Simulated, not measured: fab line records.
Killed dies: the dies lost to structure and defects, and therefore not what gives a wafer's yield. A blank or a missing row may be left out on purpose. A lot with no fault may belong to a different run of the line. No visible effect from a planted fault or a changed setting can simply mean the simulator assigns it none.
2 desks looking at one fault    flow n5Finfet    numbers are kept per desk, each desk with only its own; the story behind them comes last

== TOOL OWNER'S DESK, lithoTrack-03 ==
The tool's own readings at N5_BEOL_M14_COAT_66 (time 60 s, resist thk 110 nm): means of the sampled wafers that have a number, for each lot that ran on this tool. The brackets show how far a lot's mean lies from the usual mean; more than 4 standard deviations puts the lot out of limits, marked OUT.
Columns: A = spinSpeedRpm at N5_BEOL_M14_COAT_66, usual 1500.1 rpm
lot   first seen here  A
L594  day 11 22:52     1500.3
L604  day 14 05:58     1500.5
L606  day 14 20:08     1298.9 (-99 or more) OUT
L607  day 15 10:26     1298.9 (-99 or more) OUT
L605  day 15 11:03     1299.6 (-99 or more) OUT
This desk finds L605, L606, L607 out of limits, L606 being first, at day 14 20:08 (spinSpeedRpm at N5_BEOL_M14_COAT_66). In limits: L594, L604.

== THE METROLOGY DESK ==
What the gauges read, lot by lot, whatever tool the lot ran on: means of the sampled wafers that have a number. The brackets show how far a lot's mean lies from the usual mean; more than 4 standard deviations puts the lot out of limits, marked OUT. Shown here are 7 of its 11 readings, the ones lying furthest out on some lot.
Columns: A = DIBL_N at N5_BEOL_M4_RC_MEAS_101, usual 37.2 mV/V; B = DIBL_P at N5_BEOL_M4_RC_MEAS_101, usual 37.3 mV/V; C = IOFF_N at N5_BEOL_M4_RC_MEAS_101, usual 0.18 nA/um; D = IOFF_P at N5_BEOL_M4_RC_MEAS_101, usual 0.24 nA/um; E = ION_P at N5_BEOL_M4_RC_MEAS_101, usual 466 uA/um; F = VT_P at N5_BEOL_M4_RC_MEAS_101, usual -248 mV; G = cdNm at N5_BEOL_M14_CD_MEAS_28, usual 284.5 nm
lot   first seen here  A     B     C     D     E    F     G
L594  day 8 17:01      34.6  34.5  0.15  0.20  463  -250  284.6
L597  day 9 10:15      36.9  34.5  0.14  0.18  455  -253  286.5
L598  day 9 13:08      36.5  35.8  0.18  0.25  468  -248  287.7
L604  day 10 13:31     40.5  38.5  0.23  0.26  466  -246  285.1
L606  day 11 14:58     37.9  37.9  0.19  0.26  464  -246  284.7
L608  day 11 21:05     38.0  38.6  0.17  0.20  452  -254  283.3
L605  day 11 22:16     40.9  41.0  0.25  0.31  471  -248  285.0
L607  day 12 04:55     38.5  37.9  0.19  0.23  468  -247  285.1
L609  day 12 07:14     35.8  36.8  0.15  0.22  471  -247  283.8
L611  day 14 04:46     36.1  38.5  0.17  0.25  474  -247  284.7
This desk's finding: nothing out of limits on any of the 10 lots.

== TAKEN TOGETHER ==
The tool owner's desk could have raised an alarm at day 14 20:08, on L605, L606, L607.
Nothing out of limits was seen by the metrology desk.
The metrology desk has L605, L606, L607 on record, within its limits.
Of the lots named, all ran N5_BEOL_M14_COAT_66 on lithoTrack-03.

== WHAT WAS PUT IN BY THE SIMULATOR ==
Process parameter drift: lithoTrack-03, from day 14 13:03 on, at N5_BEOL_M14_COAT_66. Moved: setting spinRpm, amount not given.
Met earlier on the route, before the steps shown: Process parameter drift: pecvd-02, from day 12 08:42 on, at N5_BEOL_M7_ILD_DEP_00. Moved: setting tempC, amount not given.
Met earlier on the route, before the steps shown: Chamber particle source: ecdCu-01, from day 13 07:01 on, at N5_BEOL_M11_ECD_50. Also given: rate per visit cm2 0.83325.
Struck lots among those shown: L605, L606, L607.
How many hours passed from the start of the fault until each desk's first out-of-limits reading: the tool owner's desk, 7.
